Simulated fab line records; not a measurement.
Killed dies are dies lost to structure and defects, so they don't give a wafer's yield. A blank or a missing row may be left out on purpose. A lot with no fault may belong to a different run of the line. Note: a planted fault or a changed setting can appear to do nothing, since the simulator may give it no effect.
fab line records    flow n5Finfet
record: lots: 8  wafers: 24  lastDay: 19
route steps=1938 shown PMOS_HMC_CHANNEL_EPI@81 FIN_SAQP@98 FIN_CUT@165 BEOL_M4@1111 PASSIVATION@1936
lots with no fault: from the same line, run without faults
startH: hours from the record's opening day to when the first of the lot's shown wafers began    waitH: hours since the lot's step before    " identical to the entry in the row above    L1.1+2: a single row standing in for several wafers    - no value, or no start given    * or withheld: withheld    < > ~ a bound
route shown NAME@n: NAME is a module with steps in the file, n the number in the route of the first one    usual: mean and standard deviation over wafers with no fault    same: alike in all rows    chamber/n: place in a boat    sites: the reading at each site    _std_site: their standard deviation    _edge_site: inner sites' mean taken away from outer sites' mean    radiusMm: for every site, how far away it sits from the centre of the wafer    mask NAME#n: copy n    behind: the most recent tool/chamber to have shaped the wafer    hold: reason for holding the lot/hours on hold/outcome of the hold    device: the transistor (n, p or np) that didn't switch    end of line: the route-end tests of the same wafers    a step with no rows: only its recipe    killed: the dies lost at the first sort to structure and to defects; this is not the yield of the wafer    map: the dies of a wafer, with x for killed, . for not killed, _ for no die there
set.NAME: setting as actually run; set.NAME@STEP: the setting as run at that earlier step    model.NAME: the simulator's own value behind a step, which no gauge read
route steps across a sampled set of lots; one table per step, one row per wafer
services: from which hour (startH, from the record's first day; less than 0 if before it) a tool's chamber was out of use, for how many hours, and why
== steps ==
step: N5_PMOS_HMC_CHANNEL_EPI_CMP_21
recipe: material: SiGe30  postCmpClean: alkalineBrush  targetThkNm: 54
usual: motorCurrentA: 11.9/1
lot.wafer  tool    chamber  startH  waitH  motorCurrentA
L937.1     cmp-01  0        61.82   0.2    11.6
L937.3     "       1        "       "      13.7
L937.6     "       3        "       "      10.1
L939.1     cmp-02  2        73.64   0.1    12.4
L939.3     "       3        "       "      11.9
L939.5     "       1        "       "      10.9
L940.2     cmp-03  1        79.70   0.0    12.4
L940.1     "       0        "       "      12.9
L940.5     "       1        "       "      13.0
L943.1     cmp-02  0        97.19   0.2    11.0
L943.5     "       1        "       "      10.9
L943.6     "       2        "       "      13.0
L944.1     cmp-01  3        103.54  0.1    10.3
L944.2     "       1        "       "      13.6
L944.5     "       3        "       "      9.9
L945.2     cmp-03  2        110.28  0.0    12.2
L945.1     "       0        "       "      13.8
L945.5     "       3        "       "      12.1
L948.3     cmp-03  0        127.40  0.1    12.9
L948.1     "       1        "       "      13.5
L948.5     "       3        "       "      11.5
L953.4     cmp-01  1        157.05  0.0    13.6
L953.2     "       2        "       "      11.8
L953.6     "       2        "       "      11.7
step: N5_PMOS_HMC_CHANNEL_EPI_PRECLEAN_37
recipe: chemistry: O3/DIW  timeS: 45  tempC: 22  o3Ppm: 10
usual: bathHeatDutyPct: 2.3/0.47  o3Ppm: 10.00/0.097
lot.wafer  tool         chamber  startH  waitH  bathHeatDutyPct  o3Ppm
L937.1     wetBench-02  6        62.11   0.0    2.8              9.87
L937.3     "            7        "       "      2.3              9.95
L937.6     "            3        "       "      1.8              10.03
L939.1     wetBench-03  5        73.90   0.0    2.5              9.91
L939.3     "            1        "       "      3.1              9.90
L939.5     "            4        "       "      1.8              10.09
L940.1     wetBench-04  2        80.03   0.0    1.5              9.92
L940.2     "            4        "       "      2.3              9.98
L940.5     "            5        "       "      2.0              9.96
L943.1     wetBench-02  1        97.41   0.0    2.5              10.12
L943.5     "            2        "       "      3.3              10.03
L943.6     "            5        "       "      2.0              9.98
L944.1     wetBench-02  5        103.83  0.0    3.3              9.99
L944.2     "            3        "       "      2.7              10.17
L944.5     "            6        "       "      2.6              9.92
L945.1     wetBench-02  0        110.61  0.0    1.9              10.00
L945.2     "            6        "       "      2.5              10.03
L945.5     "            2        "       "      3.3              10.18
L948.1     wetBench-03  3        127.65  0.0    3.0              10.11
L948.3     "            1        "       "      2.5              9.73
L948.5     "            7        "       "      2.1              9.97
L953.2     wetBench-03  1        157.39  0.0    2.5              9.98
L953.4     "            7        "       "      2.1              10.05
L953.6     "            0        "       "      2.6              9.88
step: N5_PMOS_HMC_CHANNEL_EPI_INSPECT_30
recipe: inspectInstrument: darkfield  mode: postEpi
usual: rawDefectCount: 19/6.6
lot.wafer  tool              chamber  startH  waitH  rawDefectCount
L937.1     defectInspect-02  -        62.65   0.0    20
L937.3     "                 -        "       "      34
L937.6     "                 -        "       "      30
L939.1     defectInspect-01  -        74.38   0.0    22
L939.3     "                 -        "       "      32
L939.5     "                 -        "       "      15
L940.1     defectInspect-02  -        80.48   0.0    18
L940.2     "                 -        "       "      30
L940.5     "                 -        "       "      24
L943.1     defectInspect-02  -        98.08   0.0    25
L943.5     "                 -        "       "      11
L943.6     "                 -        "       "      14
L944.1     defectInspect-02  -        104.29  0.0    16
L944.2     "                 -        "       "      30
L944.5     "                 -        "       "      369
L945.1     defectInspect-02  -        111.05  0.0    23
L945.2     "                 -        "       "      350
L945.5     "                 -        "       "      9
L948.1     defectInspect-01  -        128.10  0.0    17
L948.3     "                 -        "       "      16
L948.5     "                 -        "       "      23
L953.2     defectInspect-01  -        157.93  0.0    22
L953.4     "                 -        "       "      17
L953.6     "                 -        "       "      12
step: N5_FIN_SAQP_PECVD_47
recipe: material: a-Si  targetThkA: 450  tempC: 400  precursor: SiH4/He  pressureTorr: 3  rfW: 100  timeS: 36.3
usual: heaterPowerW: 803/76  showerheadPlenumPTorr: 5.68/0.055  throttleValvePct: 18.4/1.4
lot.wafer  tool      chamber  startH  waitH  heaterPowerW  showerheadPlenumPTorr  throttleValvePct
L937.1     pecvd-02  2        63.32   0.0    917           5.74                   18.4
L937.3     "         0        "       "      739           5.63                   17.4
L937.6     "         1        "       "      817           5.66                   20.9
L939.1     pecvd-02  1        77.04   0.0    774           5.64                   20.5
L939.3     "         0        "       "      771           5.60                   17.6
L939.5     "         0        "       "      787           5.61                   17.5
L940.1     pecvd-04  1        81.14   0.0    807           5.80                   18.9
L940.2     "         2        "       "      667           5.64                   17.6
L940.5     "         0        "       "      830           5.65                   17.3
L943.1     pecvd-03  2        101.19  0.0    871           5.64                   17.0
L943.5     "         2        "       "      887           5.65                   17.0
L943.6     "         1        "       "      771           5.70                   20.9
L944.1     pecvd-03  1        105.06  0.0    779           5.71                   20.6
L944.2     "         2        "       "      855           5.64                   16.8
L944.5     "         1        "       "      792           5.72                   21.0
L945.1     pecvd-02  1        111.72  0.0    779           5.65                   20.5
L945.2     "         0        "       "      685           5.62                   17.5
L945.5     "         0        "       "      689           5.60                   17.7
L948.1     pecvd-02  2        129.07  0.0    873           5.76                   18.2
L948.3     "         1        "       "      781           5.68                   20.4
L948.5     "         2        "       "      906           5.76                   18.5
L953.2     pecvd-04  1        159.49  0.0    902           5.78                   19.0
L953.4     "         1        "       "      865           5.78                   19.0
L953.6     "         2        "       "      676           5.65                   17.8
step: N5_FIN_SAQP_HM_DEP_72
recipe: material: SiO2  targetThkA: 120  tempC: 400  precursor: SiH4/N2O  pressureTorr: 0.75  rfW: 275  timeS: 7.2
usual: heaterPowerW: 747/88  showerheadPlenumPTorr: 8.19/0.15
lot.wafer  tool      chamber  startH  waitH  heaterPowerW  showerheadPlenumPTorr
L937.1     pecvd-02  1        63.52   0.0    800           8.10
L937.3     "         2        "       "      876           8.36
L937.6     "         0        "       "      707           8.00
L939.1     pecvd-02  0        77.25   0.0    627           8.01
L939.3     "         1        "       "      772           8.14
L939.5     "         0        "       "      615           8.01
L940.1     pecvd-03  0        81.35   0.0    804           8.18
L940.2     "         2        "       "      810           8.11
L940.5     "         0        "       "      806           8.19
L943.1     pecvd-04  0        101.40  0.0    786           8.09
L943.5     "         1        "       "      735           8.45
L943.6     "         0        "       "      769           8.08
L944.1     pecvd-04  0        105.26  0.0    811           8.07
L944.2     "         1        "       "      835           8.45
L944.5     "         2        "       "      649           8.11
L945.1     pecvd-03  1        111.92  0.0    611           8.23
L945.2     "         0        "       "      786           8.20
L945.5     "         0        "       "      780           8.21
L948.1     pecvd-04  1        129.28  0.0    822           8.48
L948.3     "         2        "       "      581           8.12
L948.5     "         0        "       "      829           8.09
L953.2     pecvd-04  0        159.70  0.0    840           8.09
L953.4     "         2        "       "      681           8.11
L953.6     "         0        "       "      833           8.11
step: N5_FIN_SAQP_INSPECT_18
recipe: mode: adi  inspectInstrument: brightfield
usual: rawDefectCount: 398/120
lot.wafer  tool              chamber  startH  waitH  rawDefectCount
L937.1     defectInspect-02  -        63.91   0.0    590
L937.3     "                 -        "       "      504
L937.6     "                 -        "       "      384
L939.1     defectInspect-02  -        77.77   0.0    386
L939.3     "                 -        "       "      319
L939.5     "                 -        "       "      265
L940.1     defectInspect-01  -        81.73   0.0    449
L940.2     "                 -        "       "      290
L940.5     "                 -        "       "      540
L943.1     defectInspect-02  -        101.92  0.0    582
L943.5     "                 -        "       "      580
L943.6     "                 -        "       "      543
L944.1     defectInspect-02  -        105.78  0.0    388
L944.2     "                 -        "       "      424
L944.5     "                 -        "       "      815
L945.1     defectInspect-01  -        112.31  0.0    331
L945.2     "                 -        "       "      671
L945.5     "                 -        "       "      339
L948.1     defectInspect-02  -        129.79  0.0    298
L948.3     "                 -        "       "      337
L948.5     "                 -        "       "      368
L953.2     defectInspect-02  -        160.22  0.0    415
L953.4     "                 -        "       "      384
L953.6     "                 -        "       "      359
step: N5_FIN_SAQP_INSPECT_40
recipe: inspectInstrument: brightfield  mode: aei
usual: rawDefectCount: 224/66
lot.wafer  tool              chamber  startH  waitH  rawDefectCount
L937.1     defectInspect-02  -        68.25   0.0    237
L937.3     "                 -        "       "      285
L937.6     "                 -        "       "      265
L939.1     defectInspect-02  -        82.52   0.0    209
L939.3     "                 -        "       "      220
L939.5     "                 -        "       "      183
L940.1     defectInspect-02  -        85.95   0.0    207
L940.2     "                 -        "       "      180
L940.5     "                 -        "       "      165
L943.1     defectInspect-01  -        106.79  0.0    232
L943.5     "                 -        "       "      231
L943.6     "                 -        "       "      238
L944.1     defectInspect-01  -        110.45  0.0    153
L944.2     "                 -        "       "      133
L944.5     "                 -        "       "      437
L945.1     defectInspect-01  -        118.22  0.0    185
L945.2     "                 -        "       "      490
L945.5     "                 -        "       "      189
L948.1     defectInspect-01  -        134.19  0.0    242
L948.3     "                 -        "       "      226
L948.5     "                 -        "       "      299
L953.2     defectInspect-01  -        164.53  0.0    320
L953.4     "                 -        "       "      225
L953.6     "                 -        "       "      195
step: N5_FIN_CUT_INSPECT_10
recipe: mode: adi  inspectInstrument: brightfield
usual: rawDefectCount: 41/12
lot.wafer  tool              chamber  startH  waitH  rawDefectCount
L937.1     defectInspect-02  -        68.77   0.1    52
L937.3     "                 -        "       "      44
L937.6     "                 -        "       "      51
L939.1     defectInspect-01  -        83.04   0.1    42
L939.3     "                 -        "       "      39
L939.5     "                 -        "       "      36
L940.1     defectInspect-02  -        86.46   0.1    24
L940.2     "                 -        "       "      46
L940.5     "                 -        "       "      36
L943.1     defectInspect-01  -        107.31  0.1    44
L943.5     "                 -        "       "      50
L943.6     "                 -        "       "      24
L944.1     defectInspect-02  -        110.84  0.1    34
L944.2     "                 -        "       "      37
L944.5     "                 -        "       "      396
L945.1     defectInspect-01  -        118.73  0.1    38
L945.2     "                 -        "       "      372
L945.5     "                 -        "       "      34
L948.1     defectInspect-01  -        134.58  0.1    54
L948.3     "                 -        "       "      31
L948.5     "                 -        "       "      70
L953.2     defectInspect-02  -        164.92  0.0    60
L953.4     "                 -        "       "      45
L953.6     "                 -        "       "      45
step: N5_BEOL_M4_RC_MEAS_101
usual: DIBL_N: 35.9/1.3  DIBL_P: 35.9/1.5  IOFF_N: 0.152/0.023  IOFF_P: 0.204/0.027  ION_N: 673/9.2  ION_P: 462/6.7  SS_N: 71.4/0.48  SS_P: 73.2/0.55  VT_N: 250.3/2.6  VT_P: -250.6/3
lot.wafer  tool       chamber  startH  waitH  DIBL_N[mV/V]  DIBL_P[mV/V]  IOFF_N[nA/um]  IOFF_P[nA/um]  ION_N[uA/um]  ION_P[uA/um]  SS_N[mV/dec]  SS_P[mV/dec]  VT_N[mV]  VT_P[mV]
L937.1     prober-02  0        240.07  0.2    34.9          35.7          0.133          0.189          680           467           71.8          73.1          252.7     -250.8
L937.3     "          0        "       "      34.8          33.9          0.126          0.161          670           454           71.0          73.6          253.6     -254.7
L937.6     "          0        "       "      34.8          34.9          0.130          0.178          668           462           71.0          72.1          253.5     -252.7
L940.1     prober-02  0        247.96  0.3    38.2          38.8          0.225          0.247          690           467           71.5          74.1          242.7     -248.1
L940.2     "          0        "       "      37.6          37.3          0.206          0.217          678           458           71.8          73.2          244.2     -253.5
L940.5     "          0        "       "      36.9          36.6          0.182          0.209          682           458           71.3          72.6          246.1     -251.4
L939.1     prober-02  0        267.07  0.0    35.7          35.5          0.134          0.188          669           455           71.1          72.7          249.5     -249.6
L939.3     "          0        "       "      35.0          35.2          0.127          0.198          665           460           70.7          72.8          251.2     -248.8
L939.5     "          0        "       "      35.9          36.2          0.143          0.209          681           461           71.7          73.8          248.9     -248.1
L944.1     prober-01  0        271.93  0.0    33.9          35.3          0.152          0.208          688           474           71.3          72.8          248.7     -248.8
L944.2     "          0        "       "      34.1          36.2          0.156          0.231          682           474           71.0          73.3          250.0     -245.6
L944.5     "          0        "       "      33.2          34.6          0.136          0.201          681           471           70.4          72.7          250.0     -249.4
L943.1     prober-02  0        274.88  0.0    36.3          33.9          0.147          0.227          669           472           71.5          72.4          248.6     -244.2
L943.5     "          0        "       "      36.9          34.5          0.148          0.227          678           467           71.1          73.4          251.3     -247.5
L943.6     "          0        "       "      38.0          36.4          0.184          0.275          692           477           71.6          73.6          247.6     -243.5
L945.1     prober-02  0        278.09  0.0    37.4          34.7          0.139          0.161          679           457           71.0          72.6          251.0     -255.2
L945.2     "          0        "       "      39.0          36.7          0.163          0.193          689           463           71.4          73.7          248.7     -253.3
L945.5     "          0        "       "      36.4          33.5          0.121          0.149          669           452           71.3          72.6          252.4     -252.7
L948.1     prober-02  0        302.23  0.0    34.5          36.0          0.143          0.198          681           470           71.5          73.3          252.2     -248.9
L948.3     "          0        "       "      33.8          35.6          0.137          0.187          665           466           71.2          73.1          253.1     -253.0
L948.5     "          0        "       "      35.7          37.6          0.164          0.223          681           467           71.5          73.5          249.4     -251.9
L953.2     prober-02  0        334.79  0.2    35.3          34.3          0.134          0.219          657           466           71.6          73.2          252.8     -247.0
L953.4     "          0        "       "      35.2          34.4          0.130          0.216          667           471           71.4          72.1          249.9     -247.9
L953.6     "          0        "       "      35.9          35.3          0.146          0.240          678           477           71.1          73.7          251.0     -244.7
step: N5_PASSIVATION_PROBE_49
usual: defectLimitedYield: 91.0/1.5  killed_at_M0_to_M3: 37/12  killed_at_M4_up: 13/5  killedAtContacts: 13/6.1  killedAtFrontEnd: 39/11  killedAtOther: 4/3.2  killedDies: 106/17  killedOpen: 69/12  killedShort: 35/7.9  sort_bin_5_function: 5.3/1  sort_bin_6_memory: 3.3/0.68  sortNPass: 1074/17  sortYieldPct: 91.0/1.5
same: grossDies: 1180  killedAtBackSide: 0  sort_bin_4_leakage[%]: 0  sort_bin_8_speed[%]: 0
lot.wafer  tool       chamber  startH  waitH  defectLimitedYield[%]  killed_at_M0_to_M3  killed_at_M4_up  killedAtContacts  killedAtFrontEnd  killedAtOther  killedDies  killedOpen  killedShort  sort_bin_5_function[%]  sort_bin_6_memory[%]  sortNPass  sortYieldPct[%]
L944.1     prober-02  -        384.07  0.0    92.7                   29                  11               13                33                0              86          61          24           4.8                     2.1                   1094       92.7
L944.2     prober-02  -        384.12  0.1    91.1                   22                  18               23                39                3              105         78          26           4.6                     4.1                   1075       91.1
L944.5     prober-02  -        384.27  0.2    83.4                   31                  10               9                 146               0              196         53          28           11.0                    4.4                   984        83.4
L945.1     prober-01  -        390.37  0.0    88.6                   56                  16               8                 45                9              134         79          52           7.0                     3.7                   1046       88.6
L945.2     prober-01  -        390.42  0.1    83.4                   30                  15               14                131               6              196         60          36           10.8                    4.3                   984        83.4
L945.5     prober-01  -        390.57  0.2    91.1                   37                  14               10                38                6              105         63          39           5.1                     3.5                   1075       91.1
killed by level:class
L944.1 BEOL_M2:geometricParticle:open=13 MOL_CONTACT_COAG:geometricParticle:open=11 FIN_SAQP:geometricParticle:open=6 FIN_SAQP:geometricParticle:short=6 STI_FIN_REVEAL:geometricParticle:open=5 BEOL_M4:geometricParticle:open=5 DUMMY_GATE:geometricParticle:open=4 GATE_CUT:geometricParticle:short=4
L944.2 MOL_CONTACT_COAG:geometricParticle:open=19 BEOL_M0_SAQP:geometricParticle:open=10 FIN_SAQP:geometricParticle:open=9 BEOL_M4:geometricParticle:open=8 FIN_SAQP:geometricParticle:short=6 BEOL_M0_SAQP:geometricParticle:short=6 STARTING-WAFER:geometricParticle:open=5 STI_FIN_REVEAL:geometricParticle:open=4
L944.5 PMOS_HMC_CHANNEL_EPI:unspecified=114 BEOL_M0_SAQP:geometricParticle:short=9 BEOL_M3:geometricParticle:open=8 STI_FIN_REVEAL:geometricParticle:open=7 BEOL_M0_SAQP:geometricParticle:open=7 MOL_CONTACT_COAG:geometricParticle:open=6 FIN_SAQP:geometricParticle:open=5 ILD0:geometricParticle:open=4
L945.1 FIN_SAQP:geometricParticle:open=14 BEOL_M2:geometricParticle:open=14 BEOL_M0_SAQP:geometricParticle:short=13 FIN_SAQP:geometricParticle:short=9 BEOL_M0_SAQP:geometricParticle:open=9 BEOL_M3:geometricParticle:open=8 STI_FIN_REVEAL:geometricParticle:open=5 BEOL_M0:geometricParticle:short=5
L945.2 PMOS_HMC_CHANNEL_EPI:unspecified=98 MOL_CONTACT_COAG:geometricParticle:open=13 BEOL_M0_SAQP:geometricParticle:short=10 FIN_SAQP:geometricParticle:short=7 STI_FIN_REVEAL:geometricParticle:open=6 ILD0:geometricParticle:open=5 BEOL_M1:geometricParticle:open=5 BEOL_M4:geometricParticle:open=5
L945.5 FIN_SAQP:geometricParticle:short=12 BEOL_M2:geometricParticle:open=11 MOL_CONTACT_COAG:geometricParticle:open=8 BEOL_M0_SAQP:geometricParticle:open=7 BEOL_M1:geometricParticle:open=7 FIN_SAQP:geometricParticle:open=5 GATE_CUT:geometricParticle:short=5 BEOL_M4:geometricParticle:short=4
== services ==
tool         chamber  startH  hours  kind
pecvd-04     -        44.93   1.4    repair
cmp-03       -        62.20   0.6    repair
pecvd-02     -        70.77   2.8    pm
pecvd-04     1        76.56   2.1    scheduledDown
wetBench-02  -        93.98   1.9    pm
cmp-02       -        94.18   2.6    repair
wetBench-04  -        95.33   4.9    repair
cmp-02       -        99.98   5.3    repair
cmp-01       -        122.00  5.7    pm
pecvd-02     1        130.08  16.2   repair
cmp-02       -        139.93  1.2    repair
cmp-02       -        149.79  7.9    repair
pecvd-02     1        154.59  2.1    scheduledDown
cmp-03       -        156.16  4.0    pm
pecvd-03     1        158.04  5.5    scheduledDown
== key ==
firstSign: step: N5_PMOS_HMC_CHANNEL_EPI_INSPECT_30  reading: rawDefectCount  direction: up  sigmas: 52  usual: 19  struck: 360
effect: step: N5_FIN_SAQP_INSPECT_18  reading: rawDefectCount  direction: up  sigmas: 2.9  usual: 398  struck: 743
effect: step: N5_FIN_SAQP_INSPECT_40  reading: rawDefectCount  direction: up  sigmas: 3.6  usual: 224  struck: 464
effect: step: N5_FIN_CUT_INSPECT_10  reading: rawDefectCount  direction: up  sigmas: 28  usual: 41  struck: 384
effect: step: N5_PASSIVATION_PROBE_49  reading: killedAtFrontEnd  direction: up  sigmas: 9.1  usual: 39  struck: 138
moreKillsBornAt: N5_PMOS_HMC_CHANNEL_EPI_PRECLEAN_37@wetBench-02: 212
metAt N5_PMOS_HMC_CHANNEL_EPI_PRECLEAN_37
struckLots L944,L945
struckWafers L944.5,L945.2
notActingAt N5_PMOS_HMC_CHANNEL_EPI_CMP_21,N5_FIN_SAQP_PECVD_47,N5_FIN_SAQP_HM_DEP_72
onsetBetween 62.11 103.83
fault: kind: chamberParticleSource  tool: wetBench-02  chamber: 6  onsetH: 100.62  steps: N5_PMOS_HMC_CHANNEL_EPI_PRECLEAN_37  ratePerVisitCm2: 0.52975  endH: 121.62
